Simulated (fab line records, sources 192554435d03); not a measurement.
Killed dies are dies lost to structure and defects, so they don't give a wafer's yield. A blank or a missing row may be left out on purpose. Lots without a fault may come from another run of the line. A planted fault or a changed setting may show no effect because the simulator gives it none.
fab line records | flow n5_finfet
record lots=5 wafers=15 last_day=18
route steps=1938 shown BEOL_M15@1797
lots that met no fault: from a run of the same line without faults
start_h: hours from the record's first day to the start of the lot's first wafer shown | wait_h: hours since the lot's step before | " the same as in the row above | L1.1+2: a row that stands for several wafers | - no value, or no start given | * or withheld: withheld | < > ~ a bound
route shown NAME@n: a module of which the file shows steps, and the number in the route of the first | usual: mean/standard deviation of fault-free wafers | same: alike in all rows | chamber/n: place in a boat | sites: the reading at each site | _std_site: their standard deviation | _edge_site: outer sites' mean less inner sites' | radius_mm: how far each site lies from the wafer's centre | mask NAME#n: copy n | behind: the tool/chamber that last shaped the wafer | hold: why the lot was held/for how many hours/how that ended | device: the transistor (n, p or np) that didn't switch | end of line: the same wafers' tests at the end of the route | a step without rows: its recipe alone | killed: dies lost to structure and defects at the first sort, not the wafer's yield | map: a wafer's dies, x killed, . not, _ none there
set.NAME: the setting as run; set.NAME@STEP: as run at that earlier step | model.NAME: the simulator's own value behind a step, which no gauge read
lots at some steps of the route; a table a step, a row a wafer
services: from which hour (start_h, from the record's first day; less than 0 if before it) a tool's chamber was out of use, for how many hours, and why
## steps
# step N5_BEOL_M15_COAT_22
# recipe spin_rpm=1704 resist_thk_nm=800
# step N5_BEOL_M15_EBR_24
# recipe solvent=PGMEA ebr_width_mm=1.5
# step N5_BEOL_M15_SOFTBAKE_23
# recipe temp_c=130 time_s=60
# step N5_BEOL_M15_EXPOSE_25
# recipe mask_id=M15 na=0.8 source_shape=annular sigma_inner=0.5 sigma_outer=0.8 polarization=unpolarized target_cd_nm=400 dose_mj=35.5
# step N5_BEOL_M15_PEB_26
# recipe peb_temp_c=130 peb_time_s=90
# step N5_BEOL_M15_DEVELOP_27
# recipe develop_time_s=45 rinse_liquid=diw dry=air_spin dev_temp_c=21
# step N5_BEOL_M15_HARDBAKE_32
# recipe temp_c=130 time_s=120
# step N5_BEOL_M15_CD_MEAS_28
# recipe target_cd_nm=407.6 landing_energy_ev=500 detector=se_inlens
# usual cd_nm=407.3/2.3
# columns lot.wafer tool chamber start_h wait_h cd_nm
L877.1 cd_sem-03 0 239.18 - 407.4
L877.2 " 0 " " 405.8
L877.5 " 0 " " 402.9
L880.2 cd_sem-03 0 272.33 - 406.4
L880.3 " 0 " " 406.8
L880.4 " 0 " " 408.8
L890.1 cd_sem-01 0 346.88 - 410.9
L890.3 " 0 " " 410.1
L890.4 " 0 " " 409.8
L895.3 cd_sem-03 0 372.08 - 407.6
L895.4 " 0 " " 405.9
L895.5 " 0 " " 406.4
L899.1 cd_sem-01 0 409.17 - 407.1
L899.4 " 0 " " 406.3
L899.6 " 0 " " 405.1
# step N5_BEOL_M15_OVL_MEAS_29
# recipe points_per_wafer=44
# usual M15_OVL=0/4.8
# same points_per_wafer=44
# columns lot.wafer tool chamber start_h wait_h M15_OVL[nm]
L877.1 overlay-01 0 239.21 0.0 3
L877.2 " 0 " " 2
L877.5 " 0 " " 0
L880.2 overlay-01 0 272.36 0.0 -6
L880.3 " 0 " " 4
L880.4 " 0 " " -4
L890.1 overlay-02 0 346.91 0.0 -12
L890.3 " 0 " " -6
L890.4 " 0 " " -4
L895.3 overlay-02 0 372.10 0.0 0
L895.4 " 0 " " -1
L895.5 " 0 " " 2
L899.1 overlay-02 0 409.20 0.0 -4
L899.4 " 0 " " -3
L899.6 " 0 " " -3
# step N5_BEOL_M15_INSPECT_30
# recipe mode=adi inspect_instrument=macro
# usual raw_defect_count=2.2/1.4
# columns lot.wafer tool chamber start_h wait_h raw_defect_count
L877.1 defect_inspect-02 - 239.24 0.0 2
L877.2 " - " " 4
L877.5 " - " " 4
L880.2 defect_inspect-01 - 272.38 0.0 1
L880.3 " - " " 1
L880.4 " - " " 2
L890.1 defect_inspect-02 - 346.93 0.0 1
L890.3 " - " " 0
L890.4 " - " " 0
L895.3 defect_inspect-02 - 372.13 0.0 0
L895.4 " - " " 3
L895.5 " - " " 2
L899.1 defect_inspect-02 - 409.22 0.0 2
L899.4 " - " " 2
L899.6 " - " " 3
# step N5_BEOL_M15_DESCUM_33
# recipe chemistry=O2 time_s=7.9 source_power_w=50 bias_power_w=20 pressure_mtorr=20 rf_frequency_hz=2.712e+07 temp_c=40 o2_flow_sccm=225
# step N5_BEOL_M15_ETCH_61
# recipe chemistry=N2/H2 target=BARC target_depth_a=890 overetch_a=267 time_s=67.9 ion_energy_ev=200 pressure_mtorr=30 source_w=840 bias_w=150 n2_flow_sccm=200 h2_flow_sccm=200
# usual bias_w=150.1/0.46 drypump_motor_current_A=5.6/0.44 oes_product_au=0.70/0.067 rf_vpp_V=523.0/2.7 showerhead_plenum_p_Torr=2.51/0.097 throttle_valve_pct=17.70/0.21
# columns lot.wafer tool chamber start_h wait_h bias_w drypump_motor_current_A oes_product_au rf_hours_counter_h rf_vpp_V showerhead_plenum_p_Torr throttle_valve_pct
L877.1 rie_diel-01 3 239.30 0.0 149.7 5.6 0.64 171 526.0 2.65 17.84
L877.2 " 2 " " 150.0 5.2 0.66 151 522.7 2.43 17.78
L877.5 " 1 " " 149.4 5.7 0.71 - 522.7 2.48 17.70
L880.2 rie_diel-03 0 272.45 0.0 149.9 6.0 0.82 4 522.0 2.49 17.28
L880.3 " 1 " " 149.1 6.3 0.76 18 525.2 2.59 18.00
L880.4 " 0 " " 149.7 6.0 0.81 - 522.3 2.49 17.27
L890.1 rie_diel-01 0 347.03 0.0 149.1 4.9 0.73 53 521.8 2.49 17.65
L890.3 " 3 " " 150.2 5.6 0.62 205 527.3 2.63 17.90
L890.4 " 2 " " 149.6 5.2 0.63 188 520.9 2.42 17.85
L895.3 rie_diel-04 0 372.72 0.0 149.8 5.8 0.74 34 521.9 2.49 17.90
L895.4 " 2 " " 150.3 6.2 0.69 109 523.9 2.55 17.49
L895.5 " 3 " " 150.3 5.1 0.83 - 527.6 2.72 17.37
L899.1 rie_diel-03 1 409.29 0.0 149.7 6.4 0.71 57 523.0 2.58 18.06
L899.4 " 0 " " 149.8 6.0 0.74 46 521.8 2.47 17.35
L899.6 " 3 " " 149.5 5.7 0.74 - 522.3 2.49 17.86
# step N5_BEOL_M15_TRENCH_ETCH_34
# recipe chemistry=C4F8/O2/Ar target=SiO2 target_depth_a=8729.3 he_inner_torr=15 he_outer_torr=30 time_s=199 ion_energy_ev=800 pressure_mtorr=20 source_w=1905 bias_w=2040 Ar_flow_sccm=400 C4F8_flow_sccm=16 O2_flow_sccm=12
# usual O2_flow_sccm=12.00/0.04 bias_w=2040/6.1 drypump_motor_current_A=5.6/0.44 oes_product_au=0.82/0.087 rf_vpp_V=2219/41 showerhead_plenum_p_Torr=3.40/0.12 throttle_valve_pct=30.71/0.22
# columns lot.wafer tool chamber start_h wait_h O2_flow_sccm bias_w drypump_motor_current_A oes_product_au rf_hours_counter_h rf_vpp_V showerhead_plenum_p_Torr throttle_valve_pct model.etch.depth_nm model.coat_of_BEOL_M15_COAT_22.thk_nm
L877.1 rie_diel-01 3 239.36 0.0 11.94 2030 5.6 0.74 171 2263 3.58 30.76 869.7 539
L877.2 " 2 " " 11.97 2031 5.2 0.77 152 2235 3.31 30.71 866.6 537.2
L877.5 " 1 " " 11.93 2035 5.8 0.84 - 2168 3.36 30.76 883.4 537.2
L880.2 rie_diel-03 0 272.50 0.0 12.03 2046 6.1 0.98 5 2188 3.36 30.34 904.7 539
L880.3 " 1 " " 12.07 2038 6.3 0.90 18 2253 3.51 31.22 895.8 539.6
L880.4 " 0 " " 12.04 2036 6.0 0.99 - 2189 3.36 30.35 908.6 535.8
L890.1 rie_diel-01 0 347.08 0.0 11.95 2043 5.0 0.84 53 2194 3.38 30.66 847.9 544.4
L890.3 " 3 " " 12.01 2426 5.6 0.73 205 2545 3.56 30.82 897.2 540.8
L890.4 " 2 " " 11.96 2034 5.2 0.73 188 2234 3.29 30.72 847.1 545.4
L895.3 rie_diel-04 0 372.77 0.0 11.99 2043 5.8 0.89 34 2213 3.34 30.78 893.9 538.4
L895.4 " 2 " " 12.04 2037 6.2 0.79 109 2235 3.48 30.66 853.7 551.4
L895.5 " 3 " " 12.02 2030 5.2 0.98 - 2220 3.67 30.54 897.1 539.6
L899.1 rie_diel-03 1 409.35 0.0 11.99 2032 6.3 0.84 57 2251 3.49 31.24 896.2 537
L899.4 " 0 " " 12.02 2045 6.0 0.88 46 2187 3.34 30.37 903.1 537.8
L899.6 " 3 " " 12.05 2045 5.7 0.88 - 2160 3.37 31.02 900.6 533.6
# step N5_BEOL_M15_STRIP_36
# recipe chemistry=O2 power_w=600 temp_c=60 pressure_mtorr=30 rf_frequency_hz=6e+07 bias_power_w=0 overash_fraction=0.3 o2_flow_sccm=225
# step N5_BEOL_M15_STRIP_62
# recipe chemistry=O2 power_w=600 temp_c=60 pressure_mtorr=30 rf_frequency_hz=6e+07 bias_power_w=0 overash_fraction=0.3 o2_flow_sccm=225
# step N5_BEOL_M15_STRIP_37
# recipe chemistry=O2 power_w=600 temp_c=60 pressure_mtorr=30 rf_frequency_hz=6e+07 bias_power_w=0 overash_fraction=0.3 o2_flow_sccm=225
# step N5_BEOL_M15_ETCH_38
# recipe chemistry=CF4/N2 target=SiCN target_depth_a=1064 taper_deg=2 time_s=120.5 ion_energy_ev=150 mask_material=SiO2 pressure_mtorr=40 source_w=430 bias_w=70 Ar_flow_sccm=100 cf4_flow_sccm=60 n2_flow_sccm=60
# step N5_BEOL_M15_PRECLEAN_39
# recipe chemistry=residue_remover time_s=60 temp_c=40
# step N5_BEOL_M15_SRD_40
# recipe time_s=30 temp_c=23 rinse_liquid=diw dry=n2_spin spin_rpm=1500 dry_time_s=30
# step N5_BEOL_M15_DEGAS_41
# recipe ambient=vacuum temp_c=300 time_s=60
# step N5_BEOL_M15_PRE_CLEAN_42
# recipe gas=H2/He time_s=30 temp_c=300
# usual heater_power_w=485/23 susceptor_temp_C=299.98/0.18
# columns lot.wafer tool chamber start_h wait_h heater_power_w susceptor_temp_C
L877.1 pvd_sputter-01 - 241.71 0.0 483 300.14
L877.2 " - " " 471 299.98
L877.5 " - " " 530 299.82
L880.2 pvd_sputter-03 - 273.43 0.0 460 300.04
L880.3 " - " " 534 300.10
L880.4 " - " " 494 299.93
L890.1 pvd_sputter-02 - 348.78 0.0 484 300.14
L890.3 " - " " 476 299.73
L890.4 " - " " 502 299.90
L895.3 pvd_sputter-01 - 373.95 0.0 463 299.74
L895.4 " - " " 474 299.89
L895.5 " - " " 468 299.89
L899.1 pvd_sputter-01 - 411.76 0.0 525 299.79
L899.4 " - " " 465 299.87
L899.6 " - " " 464 299.90
# step N5_BEOL_M15_SPUTTER_43
# recipe material=TaN target_thk_a=150 temp_c=50 bias_v=168.6 power_w=15000 chamber_pressure_pa=0.12 time_s=24.19
# usual susceptor_temp_C=50.00/0.11 throttle_valve_pct=30.1/1.2
# columns lot.wafer tool chamber start_h wait_h susceptor_temp_C throttle_valve_pct
L877.1 pvd_sputter-01 - 241.75 0.0 49.99 32.8
L877.2 " - " " 49.88 29.9
L877.5 " - " " 49.98 29.0
L880.2 pvd_sputter-03 - 273.47 0.0 49.97 30.6
L880.3 " - " " 50.05 31.1
L880.4 " - " " 50.08 29.8
L890.1 pvd_sputter-02 - 348.82 0.0 49.86 30.6
L890.3 " - " " 49.96 29.5
L890.4 " - " " 50.11 28.1
L895.3 pvd_sputter-01 - 373.99 0.0 50.06 29.7
L895.4 " - " " 50.10 32.7
L895.5 " - " " 50.10 30.8
L899.1 pvd_sputter-01 - 411.80 0.0 49.77 29.2
L899.4 " - " " 49.90 32.8
L899.6 " - " " 49.95 32.5
# step N5_BEOL_M15_SPUTTER_44
# recipe material=Ta target_thk_a=150 temp_c=50 bias_v=80 power_w=15000 chamber_pressure_pa=0.07 time_s=24.19
# step N5_BEOL_M15_SPUTTER_45
# recipe material=Cu target_thk_a=1000 temp_c=-20 bias_v=60 power_w=26000 chamber_pressure_pa=0.13 time_s=16.67
# usual susceptor_temp_C=-19.99/0.1 throttle_valve_pct=30.1/1.2
# columns lot.wafer tool chamber start_h wait_h susceptor_temp_C throttle_valve_pct
L877.1 pvd_sputter-01 - 241.91 0.0 -20.06 32.7
L877.2 " - " " -20.01 29.4
L877.5 " - " " -19.82 29.0
L880.2 pvd_sputter-03 - 273.63 0.0 -20.08 30.7
L880.3 " - " " -19.92 31.1
L880.4 " - " " -20.10 30.0
L890.1 pvd_sputter-02 - 348.98 0.0 -20.07 30.5
L890.3 " - " " -20.00 29.3
L890.4 " - " " -19.80 28.0
L895.3 pvd_sputter-01 - 374.17 0.0 -19.94 29.5
L895.4 " - " " -20.08 32.4
L895.5 " - " " -19.99 31.0
L899.1 pvd_sputter-01 - 411.96 0.0 -19.82 29.5
L899.4 " - " " -20.07 32.7
L899.6 " - " " -20.10 33.1
# step N5_BEOL_M15_ECD_47
# recipe material=Cu target_thk_a=18600
# step N5_BEOL_M15_ANNEAL_48
# recipe temp_c=225 time_s=90 ambient=N2
# usual anneal_temp_c=224.98/0.18 wafer_temp_C_max=226.2/0.32
# columns lot.wafer tool chamber start_h wait_h anneal_temp_c wafer_temp_C_max
L877.1 rtp_anneal-01 0 242.27 0.2 224.84 225.9
L877.2 " 0 " " 224.88 226.2
L877.5 " 0 " " 224.77 226.1
L880.2 rtp_anneal-01 0 274.15 0.3 224.80 226.3
L880.3 " 0 " " 224.77 226.3
L880.4 " 0 " " 224.95 225.8
L890.1 rtp_anneal-02 0 349.34 0.2 224.93 226.7
L890.3 " 0 " " 224.99 226.2
L890.4 " 0 " " 225.37 226.6
L895.3 rtp_anneal-01 0 375.19 0.7 225.04 225.8
L895.4 " 0 " " 225.04 225.9
L895.5 " 0 " " 225.13 226.2
L899.1 rtp_anneal-01 0 412.32 0.2 225.22 225.8
L899.4 " 0 " " 225.48 226.2
L899.6 " 0 " " 224.90 225.9
# step N5_BEOL_M15_CMP_49
# recipe stop_on=SiO2 t_overpolish_s=4.9 down_force_psi=2 platen_rpm=80 clearing_platen_down_force_psi=2 clearing_platen_rpm=80 post_cmp_clean=cu_alkaline target_thk_nm=850 clearing_platen_pad_velocity_m_s=1.5917 pad_velocity_m_s=1.5917
# usual barrier_field_endpoint_s=11.36/0.27 motor_current_A=8.0/0.7 overpolish_run_s=4.901/0.0084
# columns lot.wafer tool chamber start_h wait_h barrier_field_endpoint_s motor_current_A overpolish_run_s model.Cu_of_BEOL_M15_ECD_47.thk_nm
L877.2 cmp-03 0 242.56 0.2 11.12 8.8 4.902 844.8
L877.1 " 3 " " 11.63 8.5 4.901 847.8
L877.5 " 1 " " 11.01 8.5 4.909 860.8
L880.4 cmp-03 2 274.40 0.1 11.19 7.6 4.915 883.8
L880.3 " 3 " " 11.83 8.3 4.916 871.8
L880.2 " 0 " " 11.37 8.7 4.897 882
L890.1 cmp-01 1 349.69 0.3 11.43 6.9 4.902 824.8
L890.3 " 2 " " 11.22 7.5 4.905 873.4
L890.4 " 3 " " 11.27 9.5 4.905 823.8
L895.4 cmp-03 1 375.54 0.3 11.22 8.5 4.896 829
L895.3 " 2 " " 11.11 7.8 4.896 870
L895.5 " 0 " " 11.74 8.9 4.890 874.8
L899.4 cmp-01 2 412.61 0.1 11.37 7.5 4.901 881.6
L899.1 " 3 " " 11.42 9.5 4.903 875
L899.6 " 2 " " 11.15 7.9 4.908 878.6
# step N5_BEOL_M15_THK_MEAS_50
# recipe thk_meas_gauge=xrf reads=Cu_of_BEOL_M15_ECD_47
# usual M15_THK=826/18
# columns lot.wafer tool chamber start_h wait_h M15_THK[nm]
L877.1 film_metro-01 - 242.86 - 824
L877.2 " - " " 822
L877.5 " - " " 834
L880.2 film_metro-02 - 274.69 - 852
L880.3 " - " " 841
L880.4 " - " " 848
L890.1 film_metro-02 - 349.95 - 789
L890.3 " - " " 835
L890.4 " - " " 789
L895.3 film_metro-01 - 375.76 - 838
L895.4 " - " " 799
L895.5 " - " " 841
L899.1 film_metro-01 - 412.91 - 853
L899.4 " - " " 861
L899.6 " - " " 854
## services
# columns tool chamber start_h hours kind
rie_diel-01 1 218.33 2.2 repair
cmp-03 - 220.94 0.8 repair
cmp-03 - 233.89 0.3 repair
rie_diel-04 - 237.68 2.8 pm
rtp_anneal-02 - 238.50 0.8 pm
rie_diel-01 0 254.85 1.3 repair
cmp-03 - 259.78 4.0 pm
rie_diel-01 0 269.55 3.6 repair
cmp-01 - 287.77 0.5 repair
cmp-01 - 288.30 5.9 pm
rie_diel-04 - 288.48 2.1 repair
cmp-01 - 302.33 2.0 repair
rie_diel-01 1 305.80 8.6 repair
pvd_sputter-03 - 309.90 0.8 repair
cmp-03 - 311.07 5.7 pm
cmp-01 - 312.15 4.0 pm
cmp-03 - 324.47 1.2 repair
pvd_sputter-01 - 335.20 1.6 repair
rtp_anneal-01 - 336.27 2.5 pm
rie_diel-03 1 336.61 1.6 repair
cmp-03 - 338.28 3.1 repair
cmp-01 - 351.97 1.0 repair
rie_diel-03 2 383.66 6.4 repair
cmp-03 - 411.82 1.2 repair
## key
first_sign step=N5_BEOL_M15_TRENCH_ETCH_34 reading=bias_w direction=up sigmas=63 usual=* struck=*
effect step=N5_BEOL_M15_TRENCH_ETCH_34 reading=rf_vpp_V direction=up sigmas=8 usual=2219 struck=2545
model_effect step=N5_BEOL_M15_TRENCH_ETCH_34 value=etch.depth_nm without=852.3 struck=897.2
model_effect step=N5_BEOL_M15_CMP_49 value=Cu_of_BEOL_M15_ECD_47.thk_nm without=828.6 struck=873.4
met_at N5_BEOL_M15_TRENCH_ETCH_34
struck_wafers L890.3
onset_between 239.36 347.08
fault kind=process_parameter_drift tool=rie_diel-01 chamber=3 onset_h=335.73 steps=N5_BEOL_M15_TRENCH_ETCH_34 channel=bias_w offset=* shape=step end_h=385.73 acts_in=* stated=*
